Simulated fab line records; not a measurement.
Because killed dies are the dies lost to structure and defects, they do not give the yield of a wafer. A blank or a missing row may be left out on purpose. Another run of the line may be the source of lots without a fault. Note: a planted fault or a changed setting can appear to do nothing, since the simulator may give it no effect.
fab line records | flow n5-finfet
record lots=6 | wafers=18 | last-day=17
route steps=1938 shown MOL_CONTACT_COAG@603
lots with no fault: from the same line, run without faults
start-h: start of the lot's first displayed wafer, in hours after the record's first day | wait-h: time in hours since the lot's previous step | " the same as in the row above | L1.1+2: a row that stands for several wafers | - no value present, or no start provided | * or withheld: withheld | < > ~ a bound
route shown NAME@n: NAME is a module with steps in the file, n the number in the route of the first one | usual: mean/standard deviation of fault-free wafers | same: alike in all rows | chamber/n: place in a boat | sites: per-site readings | _std_site: their standard deviation | _edge_site: the outer-site mean with the inner-site mean subtracted | radius-mm: how far each site lies from the wafer's centre | mask NAME#n: copy n | behind: the last tool/chamber to shape the wafer | hold: why the lot went on hold/how many hours it stayed there/how the hold came to an end | device: names the non-switching transistor (n, p or np) | end of line: tests run on the same wafers once the route is complete | step lacking rows: just its recipe | killed: count of dies lost to structure and defects at first sort (not the wafer's yield) | map: a wafer's dies, marking killed ones x, the rest . and places with no die _
set.NAME: setting as actually run; set.NAME@STEP: the setting as run at that earlier step | model.NAME: the simulator's own value behind a step, which no gauge read
lots at some steps of the route; a table a step, a row a wafer
services: when a tool's chamber went out of use (start-h, in hours from the record's first day, below 0 if earlier), for how many hours, and the reason
## steps
# step N5_MOL_CONTACT_COAG_OVL_MEAS_41
# recipe points-per-wafer=522
# usual VD_OVL=-0.3/0.64
lot.wafer | tool       | chamber | start-h | wait-h | VD_OVL[nm]
L379.1    | overlay-01 | 0       | 113.89  | 0.0    | -0.4
L379.3    | "          | 0       | "       | "      | 0.4
L379.4    | "          | 0       | "       | "      | -0.8
L384.1    | overlay-02 | 0       | 144.32  | 0.0    | 0.2
L384.3    | "          | 0       | "       | "      | -0.4
L384.5    | "          | 0       | "       | "      | -1.0
L386.1    | overlay-01 | 0       | 159.97  | 0.0    | -0.6
L386.2    | "          | 0       | "       | "      | -0.4
L386.4    | "          | 0       | "       | "      | -0.5
L387.1    | overlay-01 | 0       | 163.39  | 0.0    | -0.8
L387.4    | "          | 0       | "       | "      | -0.3
L387.5    | "          | 0       | "       | "      | -1.3
L395.1    | overlay-01 | 0       | 210.22  | 0.0    | -1.8
L395.4    | "          | 0       | "       | "      | -0.2
L395.6    | "          | 0       | "       | "      | -0.2
L399.1    | overlay-02 | 0       | 233.44  | 0.0    | 0.1
L399.2    | "          | 0       | "       | "      | 0.7
L399.4    | "          | 0       | "       | "      | 0.8
# step N5_MOL_CONTACT_COAG_INSPECT_42
# recipe mode=adi | inspect-instrument=brightfield
# usual raw-defect-count=194/58
lot.wafer | tool              | chamber | start-h | wait-h | raw-defect-count
L379.1    | defect-inspect-01 | -       | 113.95  | 0.1    | 217
L379.3    | "                 | -       | "       | "      | 152
L379.4    | "                 | -       | "       | "      | 132
L384.1    | defect-inspect-02 | -       | 144.38  | 0.1    | 369
L384.3    | "                 | -       | "       | "      | 247
L384.5    | "                 | -       | "       | "      | 367
L386.1    | defect-inspect-01 | -       | 160.02  | 0.1    | 160
L386.2    | "                 | -       | "       | "      | 181
L386.4    | "                 | -       | "       | "      | 237
L387.1    | defect-inspect-02 | -       | 163.45  | 0.1    | 205
L387.4    | "                 | -       | "       | "      | 176
L387.5    | "                 | -       | "       | "      | 166
L395.1    | defect-inspect-02 | -       | 210.27  | 0.1    | 101
L395.4    | "                 | -       | "       | "      | 148
L395.6    | "                 | -       | "       | "      | 96
L399.1    | defect-inspect-02 | -       | 233.50  | 0.1    | 187
L399.2    | "                 | -       | "       | "      | 129
L399.4    | "                 | -       | "       | "      | 174
# step N5_MOL_CONTACT_COAG_DESCUM_45
# recipe chemistry=O2 | time-s=7 | source-power-w=50 | bias-power-w=20 | pressure-mtorr=20 | rf-frequency-hz=2.712e+07 | temp-c=40 | resist=CAR-EUV | o2-flow-sccm=225
# step N5_MOL_CONTACT_COAG_ETCH_65
# recipe chemistry=N2/H2 | target=underlayer | target-depth-a=130 | mask-material=CAR-EUV | time-s=10.4 | ion-energy-ev=200 | pressure-mtorr=30 | source-w=840 | bias-w=150 | n2-flow-sccm=200 | h2-flow-sccm=200 | ends=cleared
# usual drypump-motor-current-A=5.3/0.53 | etch-rf-on-time-s=10.56/0.28 | oes-product-au=0.65/0.089 | rf-vpp-V=523.5/2.5 | showerhead-plenum-p-Torr=2.52/0.08 | throttle-valve-pct=17.84/0.25
lot.wafer | tool        | chamber | start-h | wait-h | drypump-motor-current-A | etch-rf-on-time-s | oes-product-au | rf-hours-counter-h | rf-vpp-V | showerhead-plenum-p-Torr | throttle-valve-pct
L379.1    | rie-diel-04 | 3       | 114.25  | 0.0    | 4.9                     | 10.88             | 0.60           | 174                | 527.4    | 2.62                     | 18.03
L379.3    | "           | 0       | "       | "      | 5.5                     | 10.57             | 0.59           | 225                | 523.5    | 2.51                     | 18.33
L379.4    | "           | 2       | "       | "      | 5.3                     | 10.33             | 0.63           | 165                | 521.6    | 2.46                     | 17.73
L384.1    | rie-diel-05 | 0       | 144.49  | 0.0    | 6.0                     | 10.35             | 0.84           | 1                  | 522.1    | 2.51                     | 17.45
L384.3    | "           | 2       | "       | "      | 5.3                     | 10.20             | 0.73           | 55                 | 526.0    | 2.57                     | 17.31
L384.5    | "           | 3       | "       | "      | 4.9                     | 10.03             | 0.64           | -                  | 520.6    | 2.43                     | 17.91
L386.1    | rie-diel-01 | 0       | 160.11  | 0.0    | 4.9                     | 10.49             | 0.83           | 2                  | 522.7    | 2.47                     | 17.47
L386.2    | "           | 3       | "       | "      | 4.9                     | 10.92             | 0.57           | 238                | 522.8    | 2.52                     | 17.79
L386.4    | "           | 2       | "       | "      | 6.3                     | 10.97             | 0.57           | 235                | 523.5    | 2.51                     | 18.04
L387.1    | rie-diel-01 | 1       | 163.52  | 0.0    | 4.7                     | 10.47             | 0.62           | 191                | 526.3    | 2.63                     | 17.96
L387.4    | "           | 2       | "       | "      | 6.3                     | 10.87             | 0.57           | 236                | 522.2    | 2.51                     | 18.03
L387.5    | "           | 2       | "       | "      | 6.3                     | 10.86             | 0.57           | -                  | 523.5    | 2.51                     | 18.03
L395.1    | rie-diel-01 | 0       | 210.34  | 0.0    | 4.9                     | 10.40             | 0.78           | 23                 | 524.4    | 2.46                     | 17.50
L395.4    | "           | 2       | "       | "      | 6.3                     | 10.94             | 0.55           | -                  | 522.2    | 2.51                     | 18.07
L395.6    | "           | 1       | "       | "      | 4.7                     | 10.49             | 0.61           | -                  | 527.0    | 2.62                     | 17.98
L399.1    | rie-diel-05 | 3       | 233.61  | 0.0    | 4.9                     | 10.32             | 0.62           | 205                | 519.8    | 2.42                     | 17.96
L399.2    | "           | 0       | "       | "      | 6.0                     | 10.53             | 0.75           | 29                 | 523.5    | 2.50                     | 17.52
L399.4    | "           | 2       | "       | "      | 5.2                     | 10.33             | 0.69           | 86                 | 523.6    | 2.56                     | 17.37
# step N5_MOL_CONTACT_COAG_ETCH_66
# recipe chemistry=CF4 | target=SiARC | target-depth-a=130 | mask-material=CAR-EUV | time-s=21.7 | ion-energy-ev=80 | pressure-mtorr=40 | source-w=545 | bias-w=36 | Ar_flow_sccm=100 | cf4-flow-sccm=100 | ends=cleared
# step N5_MOL_CONTACT_COAG_ALD_133
# recipe material=SiO2 | target-thk-a=50 | temp-c=100 | ald-precursor-family=BDEAS | ald-co-reactant=O2-plasma | pulse-time-s=1 | co-reactant-pulse-time-s=1 | purge-time-s=2 | co-reactant-purge-time-s=2 | ald-cycles=35 | pressure-torr=2
# step N5_MOL_CONTACT_COAG_ETCHBACK_134
# recipe chemistry=CHF3 | target=SiO2 | target-depth-a=100 | time-s=6.7 | ion-energy-ev=200 | pressure-mtorr=30 | source-w=610 | bias-w=170 | Ar_flow_sccm=200 | CHF3_flow_sccm=50
# usual drypump-motor-current-A=5.3/0.58 | mfc-ar-sccm=200.0/0.59 | oes-product-au=0.77/0.1 | rf-vpp-V=526/16 | showerhead-plenum-p-Torr=2.35/0.075 | throttle-valve-pct=18.66/0.29
lot.wafer | tool        | chamber | start-h | wait-h | drypump-motor-current-A | mfc-ar-sccm | oes-product-au | rf-hours-counter-h | rf-vpp-V | showerhead-plenum-p-Torr | throttle-valve-pct
L379.1    | rie-diel-04 | 3       | 114.55  | 0.1    | 4.8                     | 200.5       | 0.71           | 174                | 557      | 2.48                     | 19.03
L379.3    | "           | 2       | "       | "      | 5.3                     | 200.4       | 0.73           | 165                | 507      | 2.28                     | 18.43
L379.4    | "           | 0       | "       | "      | 5.5                     | 200.2       | 0.68           | 225                | 531      | 2.35                     | 19.11
L384.1    | rie-diel-01 | 2       | 145.03  | 0.1    | 6.3                     | 199.7       | 0.67           | 228                | 509      | 2.34                     | 18.82
L384.3    | "           | 1       | "       | "      | 4.7                     | 199.7       | 0.73           | 183                | 507      | 2.47                     | 18.89
L384.5    | "           | 3       | "       | "      | 4.9                     | 199.1       | 0.67           | -                  | 528      | 2.32                     | 18.46
L386.1    | rie-diel-01 | 2       | 160.62  | 0.1    | 6.3                     | 200.4       | 0.66           | 235                | 511      | 2.34                     | 18.84
L386.2    | "           | 3       | "       | "      | 4.9                     | 199.5       | 0.67           | 238                | 528      | 2.32                     | 18.47
L386.4    | "           | 1       | "       | "      | 4.7                     | 200.3       | 0.73           | 190                | 508      | 2.47                     | 18.90
L387.1    | rie-diel-01 | 0       | 163.87  | 0.2    | 4.9                     | 198.7       | 0.97           | 4                  | 548      | 2.35                     | 18.56
L387.4    | "           | 2       | "       | "      | 6.3                     | 200.0       | 0.67           | 236                | 511      | 2.34                     | 18.82
L387.5    | "           | 0       | "       | "      | 4.9                     | 198.5       | 0.97           | -                  | 550      | 2.35                     | 18.56
L395.1    | rie-diel-05 | 3       | 210.84  | 0.3    | 4.8                     | 200.1       | 0.72           | 198                | 501      | 2.28                     | 18.88
L395.4    | "           | 1       | "       | "      | 6.4                     | 199.7       | 0.72           | 182                | 528      | 2.29                     | 18.85
L395.6    | "           | 0       | "       | "      | 6.0                     | 200.0       | 0.91           | -                  | 529      | 2.32                     | 18.25
L399.1    | rie-diel-04 | 0       | 233.94  | 0.2    | 5.5                     | 201.2       | 0.95           | 10                 | 532      | 2.34                     | 18.76
L399.2    | "           | 1       | "       | "      | 5.3                     | 200.1       | 0.89           | 24                 | 543      | 2.50                     | 18.34
L399.4    | "           | 2       | "       | "      | 5.3                     | 199.7       | 0.70           | 217                | 506      | 2.26                     | 18.52
# step N5_MOL_CONTACT_COAG_ETCH_67
# recipe chemistry=N2/H2 | target=SOC | target-depth-a=600 | overetch-a=210 | mask-material=SiARC | temp-c=40 | time-s=101.2 | ion-energy-ev=200 | pressure-mtorr=30 | source-w=840 | bias-w=150 | n2-flow-sccm=200 | h2-flow-sccm=200
# usual drypump-motor-current-A=5.3/0.58 | oes-product-au=0.65/0.08 | rf-vpp-V=522.9/2.4 | showerhead-plenum-p-Torr=2.52/0.075 | throttle-valve-pct=17.78/0.26
lot.wafer | tool        | chamber | start-h | wait-h | drypump-motor-current-A | oes-product-au | rf-hours-counter-h | rf-vpp-V | showerhead-plenum-p-Torr | throttle-valve-pct
L379.1    | rie-diel-04 | 3       | 114.59  | 0.0    | 4.9                     | 0.60           | 174                | 526.8    | 2.62                     | 18.00
L379.3    | "           | 2       | "       | "      | 5.3                     | 0.62           | 165                | 519.5    | 2.46                     | 17.69
L379.4    | "           | 0       | "       | "      | 5.4                     | 0.59           | 225                | 522.2    | 2.51                     | 18.28
L384.1    | rie-diel-01 | 2       | 145.07  | 0.0    | 6.3                     | 0.57           | 228                | 523.3    | 2.52                     | 18.01
L384.3    | "           | 1       | "       | "      | 4.7                     | 0.62           | 183                | 526.0    | 2.63                     | 17.89
L384.5    | "           | 3       | "       | "      | 4.8                     | 0.57           | -                  | 522.8    | 2.52                     | 17.76
L386.1    | rie-diel-01 | 2       | 160.65  | 0.0    | 6.3                     | 0.57           | 235                | 523.9    | 2.52                     | 18.01
L386.2    | "           | 3       | "       | "      | 4.9                     | 0.57           | 238                | 523.3    | 2.52                     | 17.77
L386.4    | "           | 1       | "       | "      | 4.7                     | 0.61           | 190                | 526.8    | 2.63                     | 17.90
L387.1    | rie-diel-01 | 0       | 163.91  | 0.0    | 4.9                     | 0.81           | 4                  | 521.0    | 2.47                     | 17.43
L387.4    | "           | 2       | "       | "      | 6.3                     | 0.58           | 236                | 523.0    | 2.51                     | 18.01
L387.5    | "           | 0       | "       | "      | 4.9                     | 0.80           | -                  | 523.1    | 2.47                     | 17.45
L395.1    | rie-diel-05 | 3       | 210.88  | 0.0    | 4.9                     | 0.61           | 198                | 521.0    | 2.42                     | 17.91
L395.4    | "           | 1       | "       | "      | 6.4                     | 0.63           | 182                | 522.2    | 2.45                     | 18.04
L395.6    | "           | 0       | "       | "      | 5.9                     | 0.75           | -                  | 523.7    | 2.51                     | 17.48
L399.1    | rie-diel-04 | 0       | 233.98  | 0.0    | 5.5                     | 0.80           | 10                 | 523.1    | 2.50                     | 17.92
L399.2    | "           | 1       | "       | "      | 5.3                     | 0.76           | 24                 | 529.0    | 2.70                     | 17.67
L399.4    | "           | 2       | "       | "      | 5.3                     | 0.58           | 217                | 520.0    | 2.44                     | 17.81
# step N5_MOL_CONTACT_COAG_STRIP_68
# recipe chemistry=N2/H2 | temp-c=40 | n2-flow-sccm=200 | h2-flow-sccm=200 | rf-frequency-hz=6e+07
# step N5_MOL_CONTACT_COAG_STRIP_69
# recipe chemistry=N2/H2 | temp-c=40 | n2-flow-sccm=200 | h2-flow-sccm=200 | rf-frequency-hz=6e+07
# step N5_MOL_CONTACT_COAG_ETCHBACK_136
# recipe chemistry=CHF3 | target=SiO2 | target-depth-a=250 | time-s=16.7 | ion-energy-ev=200 | pressure-mtorr=30 | source-w=610 | bias-w=170 | Ar_flow_sccm=200 | CHF3_flow_sccm=50
# usual drypump-motor-current-A=5.3/0.58 | mfc-ar-sccm=200.0/0.63 | oes-product-au=0.77/0.1 | rf-vpp-V=526/16 | showerhead-plenum-p-Torr=2.35/0.075 | throttle-valve-pct=18.66/0.29
lot.wafer | tool        | chamber | start-h | wait-h | drypump-motor-current-A | mfc-ar-sccm | oes-product-au | rf-hours-counter-h | rf-vpp-V | showerhead-plenum-p-Torr | throttle-valve-pct
L379.1    | rie-diel-04 | 3       | 114.68  | 0.0    | 4.9                     | 199.1       | 0.71           | 174                | 556      | 2.48                     | 19.01
L379.3    | "           | 2       | "       | "      | 5.3                     | 200.1       | 0.73           | 165                | 508      | 2.28                     | 18.43
L379.4    | "           | 0       | "       | "      | 5.5                     | 201.2       | 0.70           | 225                | 534      | 2.35                     | 19.11
L384.1    | rie-diel-01 | 2       | 145.16  | 0.0    | 6.3                     | 200.5       | 0.67           | 229                | 510      | 2.34                     | 18.83
L384.3    | "           | 1       | "       | "      | 4.7                     | 200.7       | 0.73           | 183                | 506      | 2.47                     | 18.89
L384.5    | "           | 3       | "       | "      | 4.9                     | 200.5       | 0.67           | -                  | 528      | 2.32                     | 18.46
L386.1    | rie-diel-01 | 2       | 160.74  | 0.0    | 6.3                     | 199.9       | 0.67           | 235                | 511      | 2.34                     | 18.85
L386.2    | "           | 3       | "       | "      | 4.8                     | 200.2       | 0.68           | 238                | 528      | 2.32                     | 18.46
L386.4    | "           | 1       | "       | "      | 4.7                     | 199.5       | 0.72           | 190                | 508      | 2.47                     | 18.90
L387.1    | rie-diel-01 | 0       | 164.00  | 0.0    | 4.9                     | 200.3       | 0.96           | 4                  | 548      | 2.35                     | 18.55
L387.4    | "           | 2       | "       | "      | 6.3                     | 200.2       | 0.67           | 236                | 511      | 2.34                     | 18.84
L387.5    | "           | 0       | "       | "      | 4.9                     | 199.7       | 0.96           | -                  | 548      | 2.35                     | 18.56
L395.1    | rie-diel-05 | 3       | 210.97  | 0.0    | 4.8                     | 199.9       | 0.72           | 198                | 502      | 2.28                     | 18.88
L395.4    | "           | 1       | "       | "      | 6.4                     | 199.6       | 0.72           | 182                | 529      | 2.29                     | 18.86
L395.6    | "           | 0       | "       | "      | 6.0                     | 200.0       | 0.91           | -                  | 530      | 2.32                     | 18.25
L399.1    | rie-diel-04 | 0       | 234.07  | 0.0    | 5.4                     | 199.5       | 0.95           | 10                 | 533      | 2.34                     | 18.76
L399.2    | "           | 1       | "       | "      | 5.4                     | 199.9       | 0.89           | 24                 | 542      | 2.50                     | 18.35
L399.4    | "           | 2       | "       | "      | 5.3                     | 199.9       | 0.69           | 217                | 507      | 2.26                     | 18.51
# step N5_MOL_CONTACT_COAG_STRIP_120
# recipe chemistry=CHF3 | resist=SiARC | rf-frequency-hz=6e+07
# step N5_MOL_CONTACT_COAG_VIA_ETCH_117
# recipe chemistry=C4F6/O2 | target-depth-a=400 | overetch-a=80 | mask-material=SOC | target=SiO2 | bias-w=455 | pressure-mtorr=10 | time-s=26 | source-w=325 | Ar_flow_sccm=300 | C4F6_flow_sccm=10 | O2_flow_sccm=10 | ion-energy-ev=575.3 | ends=end-point
# usual drypump-motor-current-A=5.3/0.58 | mfc-ar-sccm=300.0/0.79 | oes-product-au=0.70/0.082 | rf-vpp-V=1592/47 | showerhead-plenum-p-Torr=2.81/0.089 | throttle-valve-pct=41.1/0.67
lot.wafer | tool        | chamber | start-h | wait-h | drypump-motor-current-A | mfc-ar-sccm | oes-product-au | rf-hours-counter-h | rf-vpp-V | showerhead-plenum-p-Torr | throttle-valve-pct | model.SOC_of_MOL_CONTACT_COAG_COAT_62.thk-nm
L379.1    | rie-diel-04 | 3       | 114.71  | 0.0    | 4.9                     | 299.4       | 0.66           | 174                | 1679     | 2.97                     | 42.2               | 51.8
L379.3    | "           | 2       | "       | "      | 5.3                     | 301.2       | 0.65           | 165                | 1540     | 2.72                     | 41.1               | 51.4
L379.4    | "           | 0       | "       | "      | 5.4                     | 301.3       | 0.63           | 225                | 1613     | 2.81                     | 41.6               | 52
L384.1    | rie-diel-01 | 2       | 145.19  | 0.0    | 6.3                     | 300.8       | 0.63           | 229                | 1546     | 2.79                     | 40.4               | 51.6
L384.3    | "           | 1       | "       | "      | 4.7                     | 299.6       | 0.66           | 183                | 1537     | 2.94                     | 41.6               | 51.8
L384.5    | "           | 3       | "       | "      | 4.9                     | 301.2       | 0.62           | -                  | 1599     | 2.77                     | 40.2               | 51.8
L386.1    | rie-diel-01 | 2       | 160.78  | 0.0    | 6.3                     | 300.0       | 0.62           | 235                | 1546     | 2.78                     | 40.4               | 52
L386.2    | "           | 3       | "       | "      | 4.9                     | 300.8       | 0.61           | 238                | 1597     | 2.77                     | 40.2               | 51.8
L386.4    | "           | 1       | "       | "      | 4.7                     | 300.3       | 0.66           | 190                | 1538     | 2.94                     | 41.7               | 48.8
L387.1    | rie-diel-01 | 0       | 164.03  | 0.0    | 4.9                     | 299.4       | 0.86           | 4                  | 1659     | 2.81                     | 41.6               | 51.4
L387.4    | "           | 2       | "       | "      | 6.3                     | 300.3       | 0.62           | 236                | 1547     | 2.78                     | 40.4               | 49
L387.5    | "           | 0       | "       | "      | 4.9                     | 300.0       | 0.87           | -                  | 1658     | 2.81                     | 41.6               | 48.6
L395.1    | rie-diel-05 | 3       | 211.00  | 0.0    | 4.9                     | 298.8       | 0.64           | 198                | 1525     | 2.72                     | 41.3               | 51.2
L395.4    | "           | 1       | "       | "      | 6.4                     | 300.2       | 0.68           | 182                | 1602     | 2.74                     | 41.8               | 51.8
L395.6    | "           | 0       | "       | "      | 5.9                     | 300.4       | 0.80           | -                  | 1603     | 2.77                     | 40.2               | 51.2
L399.1    | rie-diel-04 | 0       | 234.10  | 0.0    | 5.5                     | 299.4       | 0.85           | 10                 | 1610     | 2.79                     | 41.6               | 51.8
L399.2    | "           | 1       | "       | "      | 5.4                     | 300.2       | 0.81           | 24                 | 1638     | 2.98                     | 40.6               | 51.6
L399.4    | "           | 2       | "       | "      | 5.3                     | 299.9       | 0.62           | 217                | 1540     | 2.70                     | 41.1               | 51.4
# step N5_MOL_CONTACT_COAG_ETCH_124
# recipe chemistry=CH3F/O2 | target=SiNx | target-depth-a=65 | mask-material=SOC | stop-on=SiOC | over-etch-frac=0.3 | ion-energy-ev=120 | pressure-mtorr=30 | source-w=395 | bias-w=73 | Ar_flow_sccm=150 | CH3F_flow_sccm=30 | O2_flow_sccm=20 | ends=end-point
# usual CH3F_flow_sccm=29.99/0.085 | drypump-motor-current-A=5.3/0.58 | mfc-ar-sccm=149.9/0.46 | oes-product-au=0.66/0.081 | rf-vpp-V=298/9.1 | showerhead-plenum-p-Torr=1.97/0.065 | throttle-valve-pct=16.26/0.28
lot.wafer | tool        | chamber | start-h | wait-h | CH3F_flow_sccm | drypump-motor-current-A | mfc-ar-sccm | oes-product-au | rf-hours-counter-h | rf-vpp-V | showerhead-plenum-p-Torr | throttle-valve-pct
L379.1    | rie-diel-04 | 3       | 114.74  | 0.0    | 29.91          | 4.8                     | 150.1       | 0.62           | 174                | 316      | 2.09                     | 16.63
L379.3    | "           | 2       | "       | "      | 29.97          | 5.3                     | 149.7       | 0.63           | 165                | 288      | 1.91                     | 16.04
L379.4    | "           | 0       | "       | "      | 30.16          | 5.5                     | 150.6       | 0.60           | 226                | 302      | 1.97                     | 16.71
L384.1    | rie-diel-01 | 2       | 145.22  | 0.0    | 29.99          | 6.3                     | 148.9       | 0.58           | 229                | 288      | 1.96                     | 16.47
L384.3    | "           | 1       | "       | "      | 29.98          | 4.7                     | 149.6       | 0.64           | 183                | 288      | 2.07                     | 16.44
L384.5    | "           | 3       | "       | "      | 29.88          | 4.8                     | 150.4       | 0.59           | -                  | 299      | 1.95                     | 16.13
L386.1    | rie-diel-01 | 2       | 160.81  | 0.0    | 29.96          | 6.3                     | 149.6       | 0.59           | 235                | 291      | 1.96                     | 16.48
L386.2    | "           | 3       | "       | "      | 29.99          | 4.9                     | 150.6       | 0.58           | 238                | 300      | 1.95                     | 16.13
L386.4    | "           | 1       | "       | "      | 30.13          | 4.7                     | 150.0       | 0.63           | 190                | 288      | 2.07                     | 16.44
L387.1    | rie-diel-01 | 0       | 164.06  | 0.0    | 30.11          | 4.9                     | 149.7       | 0.82           | 4                  | 311      | 1.98                     | 16.14
L387.4    | "           | 2       | "       | "      | 29.85          | 6.3                     | 149.5       | 0.59           | 236                | 290      | 1.96                     | 16.47
L387.5    | "           | 0       | "       | "      | 30.06          | 4.9                     | 150.2       | 0.82           | -                  | 311      | 1.98                     | 16.13
L395.1    | rie-diel-05 | 3       | 211.03  | 0.0    | 29.95          | 4.9                     | 148.9       | 0.62           | 198                | 284      | 1.91                     | 16.50
L395.4    | "           | 1       | "       | "      | 29.91          | 6.4                     | 149.6       | 0.64           | 182                | 301      | 1.92                     | 16.43
L395.6    | "           | 0       | "       | "      | 29.93          | 5.9                     | 149.7       | 0.77           | -                  | 302      | 1.95                     | 15.85
L399.1    | rie-diel-04 | 0       | 234.13  | 0.0    | 29.87          | 5.5                     | 149.6       | 0.82           | 10                 | 303      | 1.96                     | 16.30
L399.2    | "           | 1       | "       | "      | 29.97          | 5.3                     | 150.0       | 0.77           | 24                 | 309      | 2.11                     | 15.94
L399.4    | "           | 2       | "       | "      | 29.88          | 5.3                     | 150.9       | 0.60           | 217                | 289      | 1.89                     | 16.15
# step N5_MOL_CONTACT_COAG_ETCH_48
# recipe chemistry=C4F6/O2 | target-depth-a=150 | overetch-a=45 | mask-material=SOC | target=SiOC | bias-w=465 | pressure-mtorr=10 | time-s=17 | source-w=335 | Ar_flow_sccm=300 | C4F6_flow_sccm=10 | O2_flow_sccm=10 | ion-energy-ev=576
# usual drypump-motor-current-A=5.3/0.58 | mfc-ar-sccm=300.0/0.9 | oes-product-au=0.67/0.091 | rf-vpp-V=1594/47 | showerhead-plenum-p-Torr=2.81/0.089 | throttle-valve-pct=40.6/0.63
lot.wafer | tool        | chamber | start-h | wait-h | drypump-motor-current-A | mfc-ar-sccm | oes-product-au | rf-hours-counter-h | rf-vpp-V | showerhead-plenum-p-Torr | throttle-valve-pct | model.SOC_of_MOL_CONTACT_COAG_COAT_62.thk-nm
L379.1    | rie-diel-04 | 3       | 114.78  | 0.0    | 4.8                     | 300.2       | 0.61           | 174                | 1681     | 2.97                     | 41.6               | 46.2
L379.3    | "           | 2       | "       | "      | 5.3                     | 299.9       | 0.67           | 165                | 1545     | 2.72                     | 40.6               | 45.8
L379.4    | "           | 0       | "       | "      | 5.4                     | 300.2       | 0.58           | 226                | 1614     | 2.81                     | 41.2               | 46.4
L384.1    | rie-diel-01 | 2       | 145.26  | 0.0    | 6.3                     | 299.7       | 0.63           | 229                | 1548     | 2.79                     | 40.0               | 46
L384.3    | "           | 1       | "       | "      | 4.8                     | 300.0       | 0.66           | 183                | 1540     | 2.94                     | 41.2               | 46
L384.5    | "           | 3       | "       | "      | 4.9                     | 300.2       | 0.64           | -                  | 1597     | 2.77                     | 39.7               | 46.2
L386.1    | rie-diel-01 | 2       | 160.85  | 0.0    | 6.3                     | 300.7       | 0.61           | 235                | 1547     | 2.78                     | 40.0               | 46.4
L386.2    | "           | 3       | "       | "      | 4.9                     | 299.9       | 0.55           | 238                | 1600     | 2.77                     | 39.7               | 46.2
L386.4    | "           | 1       | "       | "      | 4.7                     | 301.6       | 0.64           | 190                | 1539     | 2.94                     | 41.2               | 43.2
L387.1    | rie-diel-01 | 0       | 164.10  | 0.0    | 4.9                     | 299.7       | 0.85           | 4                  | 1662     | 2.81                     | 41.1               | 45.6
L387.4    | "           | 2       | "       | "      | 6.3                     | 298.5       | 0.55           | 236                | 1549     | 2.78                     | 39.9               | 43.4
L387.5    | "           | 0       | "       | "      | 4.9                     | 300.4       | 0.77           | -                  | 1660     | 2.81                     | 41.1               | 42.8
L395.1    | rie-diel-05 | 3       | 211.07  | 0.0    | 4.9                     | 297.6       | 0.65           | 198                | 1526     | 2.72                     | 40.8               | 45.4
L395.4    | "           | 1       | "       | "      | 6.4                     | 299.7       | 0.69           | 182                | 1603     | 2.74                     | 41.3               | 46.2
L395.6    | "           | 0       | "       | "      | 6.0                     | 300.7       | 0.71           | -                  | 1605     | 2.77                     | 39.8               | 45.4
L399.1    | rie-diel-04 | 0       | 234.17  | 0.0    | 5.5                     | 297.7       | 0.83           | 10                 | 1613     | 2.79                     | 41.1               | 46
L399.2    | "           | 1       | "       | "      | 5.3                     | 300.1       | 0.78           | 24                 | 1642     | 2.98                     | 40.2               | 45.8
L399.4    | "           | 2       | "       | "      | 5.3                     | 300.0       | 0.64           | 217                | 1540     | 2.70                     | 40.7               | 45.6
# step N5_MOL_CONTACT_COAG_STRIP_72
# recipe chemistry=N2/H2 | power-w=450 | temp-c=40 | pressure-mtorr=20 | rf-frequency-hz=6e+07 | overash-fraction=3 | bias-power-w=7 | h2-frac=0.5 | n2-flow-sccm=200 | h2-flow-sccm=200
## services
tool        | chamber | start-h | hours | kind
rie-diel-01 | -       | 102.19  | 4.3   | pm
rie-diel-01 | 2       | 107.31  | 5.2   | repair
rie-diel-01 | -       | 114.81  | 14.6  | pm
rie-diel-05 | 2       | 120.99  | 4.6   | repair
rie-diel-01 | 0       | 141.86  | -     | clean
rie-diel-01 | 0       | 141.86  | -     | consumable-replace:focus-ring
rie-diel-01 | 0       | 141.86  | 13.6  | scheduled-down
rie-diel-01 | 0       | 141.86  | 13.6  | vent-cycle
rie-diel-04 | 1       | 152.74  | 6.5   | repair
rie-diel-04 | 1       | 165.36  | -     | clean
rie-diel-04 | 1       | 165.36  | -     | consumable-replace:focus-ring
rie-diel-04 | 1       | 165.36  | -     | consumable-replace:showerhead
rie-diel-04 | 1       | 165.36  | 12.3  | scheduled-down
rie-diel-04 | 1       | 165.36  | 12.3  | vent-cycle
rie-diel-04 | 0       | 177.71  | -     | clean
rie-diel-04 | 0       | 177.71  | -     | consumable-replace:focus-ring
rie-diel-01 | 3       | 197.18  | -     | clean
rie-diel-01 | 3       | 197.18  | -     | consumable-replace:focus-ring
rie-diel-01 | 3       | 197.18  | 15.6  | scheduled-down
rie-diel-01 | 3       | 197.18  | 15.6  | vent-cycle
rie-diel-01 | 2       | 212.78  | -     | clean
rie-diel-01 | 2       | 212.78  | -     | consumable-replace:focus-ring
rie-diel-01 | 2       | 212.78  | 15.4  | scheduled-down
rie-diel-01 | 2       | 212.78  | 15.4  | vent-cycle
## key
first-sign none at tools or gauges
model-effect step=N5_MOL_CONTACT_COAG_VIA_ETCH_117 | value=SOC_of_MOL_CONTACT_COAG_COAT_62.thk-nm | without=51.67 | struck=48.8
model-effect step=N5_MOL_CONTACT_COAG_ETCH_48 | value=SOC_of_MOL_CONTACT_COAG_COAT_62.thk-nm | without=46 | struck=43.13
met-at N5_MOL_CONTACT_COAG_VIA_ETCH_117
struck-wafers L386.4,L387.4,L387.5
tester-left-out L386,L387
baseline-loss step=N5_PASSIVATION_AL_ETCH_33 | wafers=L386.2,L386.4
onset-between 145.19 160.78
fault kind=process-parameter-drift | tool=rie-diel-01 | chamber=- | onset-h=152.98 | steps=N5_MOL_CONTACT_COAG_VIA_ETCH_117 | channel=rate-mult | offset=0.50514 | shape=step | end-h=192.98 | scope=struck-wafers-only
# tester-left-out: of these lots the tester's yield and bins aren't shown, on N5 and GAA mostly nor the transistor test; their killed dies are dies lost to structure and defects alone, not to doping, threshold or leakage, so they don't give the yield
# baseline-loss: these wafers lose ten dies or more at that step, a loss of the line's own and not of a fault; the sort's usual values leave them out
